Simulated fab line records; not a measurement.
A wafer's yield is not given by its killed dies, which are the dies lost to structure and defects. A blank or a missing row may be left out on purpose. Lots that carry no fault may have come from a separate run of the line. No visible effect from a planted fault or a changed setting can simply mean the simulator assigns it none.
Struck lot and sound lot, side by side ; flow n5_finfet ; 14 steps out of a route of 1938
Sound: the wafers L778.1, L778.3, L778.5. Struck: wafer L768.4. (L768.5, L768.6 of the same lot were not struck and are left out.) The cause comes at the end.
For every step that has rows: the tool of each side, followed by ch and its chambers, followed by its first start. Under that, the readings that differ: sound wafers ; struck wafers ; difference of the means ; sigmas: that difference in standard deviations of wafers without a fault.
alike: a reading whose means differ by less than 2 such deviations, as well as words and numbers matching on both sides. not compared: withheld readings; readings where some wafer has no value; bounds like >300 that might hide an equal value; numbers whose values overlap and for which the record gives no deviation.
A row with sigmas, a row that says differs or no value, or rows on one side alone: a step with any of these is where the two part. Non-overlapping numbers with no deviation appear without sigmas and do not part them. A reading missing from all wafers of one side parts the sides only when that side holds two or more wafers.

N5_BEOL_M9_STRIP_80: strips in N2/H2, time 10 s.
  sound: rie_diel-06 ch 1,3; struck: rie_diel-05 ch 3
  alike: drypump_motor_current_A, oes_product_au, rf_vpp_V, showerhead_plenum_p_Torr, throttle_valve_pct
  not compared: rf_hours_counter_h
N5_BEOL_M9_OCD_MEAS_38:
  sound: ocd-02 at day 14 18:49; struck: ocd-02 at day 11 21:32
  alike: trench_depth_nm
then, 4 steps without rows for these wafers: N5_BEOL_M9_HM_STRIP_39 (strips TiN in peroxide tin strip, target depth 25 nm, time 158 s); N5_BEOL_M9_SRD_40 (time 30 s); N5_BEOL_M9_PRECLEAN_42 (cleans in residue remover, time 60 s); N5_BEOL_M9_SRD_43 (time 30 s).
N5_BEOL_M9_CD_MEAS_35: target cd 70 nm, target cd y 40 nm.
  sound: cd_sem-01 at day 14 18:58; struck: cd_sem-02 at day 11 21:41
  alike: cd_nm
N5_BEOL_M9_CURE_72: cures SiCOH lowk, time 120 s.
  sound on uv_cure-02 ch 1, day 14 19:01; struck on uv_cure-03 ch 1, day 11 21:52
reading;sound;struck;difference;sigmas
wafer_temp_C_max;370.6 371.0 370.4;372.0;+1.3;+2
  alike: lamp_power_pct
N5_BEOL_M9_DEGAS_44: time 60 s.
  sound: pvd_sputter-03 at day 14 19:44; struck: pvd_sputter-02 at day 11 22:12
  alike: heater_power_w, susceptor_temp_C
N5_BEOL_M9_PRE_CLEAN_45: time 30 s.
  sound: pvd_sputter-03 at day 14 19:47; struck: pvd_sputter-02 at day 11 22:14
  alike: heater_power_w, susceptor_temp_C
N5_BEOL_M9_ALD_74: deposits TaN, target thk 2 nm, pulse time 2 s, purge time 3 s.
  sound on ald_metal-01 ch 0,1, day 14 19:53; struck on ald_metal-01 ch 3, day 11 22:18
  alike: heater_power_w, precursor_vessel_pressure_torr, susceptor_temp_C
next, for these wafers, 1 step has no rows: N5_BEOL_M9_SURFACE_TREAT_79.
N5_BEOL_M9_CVD_78: deposits Co from CCTBA/H2, target thk 2 nm, time 138.9 s.
  sound on cvd_co-02 ch 0,2, day 14 20:23; struck on cvd_co-01 ch 1, day 11 22:42
reading;sound;struck;difference;sigmas
run_length_s (s);162.3 161.2 162.7;116.4;-45.7;-85
then, 1 step without rows for these wafers: N5_BEOL_M9_SPUTTER_48 (material Cu, target thk 12 nm, time 2 s).

WHERE THEY PART
First at N5_BEOL_M9_CURE_72; last, within this record, at N5_BEOL_M9_CVD_78.

WHY: the cause the simulator had injected
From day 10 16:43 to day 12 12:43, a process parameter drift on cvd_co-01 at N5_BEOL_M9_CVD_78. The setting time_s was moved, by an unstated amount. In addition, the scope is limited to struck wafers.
